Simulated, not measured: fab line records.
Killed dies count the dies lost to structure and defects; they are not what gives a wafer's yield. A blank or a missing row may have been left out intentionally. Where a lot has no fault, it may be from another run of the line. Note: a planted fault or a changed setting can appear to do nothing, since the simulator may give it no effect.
Matching of chambers    flow nand-harc    ald-hk-02 running NHARC_A_CHANNEL_FILL_D1_ALD_16: 4 sister chambers
The step deposits SiO2, target thk 1.5 nm, pulse time 10 s, ald cycles 15. 4 wafers are shown with their chamber, then 9 later ones without.

## WAFERS PAIRED WITH THEIR CHAMBERS
wafer   chamber  heater-power-w (W)
L080.6  1        485
L087.4  2        452
L090.3  3        451
L090.5  0        475

## WAFERS WHOSE CHAMBER IS MISSING
wafer   heater-power-w (W)
L092.1  479
L092.2  449
L092.3  484
L093.1  482
L093.4  496
L093.5  499
L096.1  494
L096.2  492
L096.5  490

## WHICH CHAMBER EACH ONE RAN IN
wafer   from the rows above      in truth
L092.1  can't be placed: 0 or 1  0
L092.2  can't be placed: 3 or 2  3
L092.3  can't be placed: 1 or 0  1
L093.1  can't be placed: 1 or 0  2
L093.4  can't be placed: 1 or 0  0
L093.5  can't be placed: 1 or 0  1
L096.1  can't be placed: 1 or 0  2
L096.2  can't be placed: 1 or 0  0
L096.5  can't be placed: 1 or 0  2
Correct placement for 0 of the 9. Unplaceable from these rows: 9, with the true chamber sitting among the candidates in 6. 0 placed wrongly.
How it was worked out, from the rows above alone: a wafer's distance from a chamber is the root of the sum, over the readings, of the square of ((its reading less the chamber's mean) divided by the reading's scatter). The wafer belongs to the nearest chamber; if the next one is less than 2 further off, it can't be placed. Each chamber's mean is taken over the wafers shown for it. The scatter: with one shown wafer a chamber, the root of the mean of the squares of how far each hidden wafer lies from its nearest shown one.
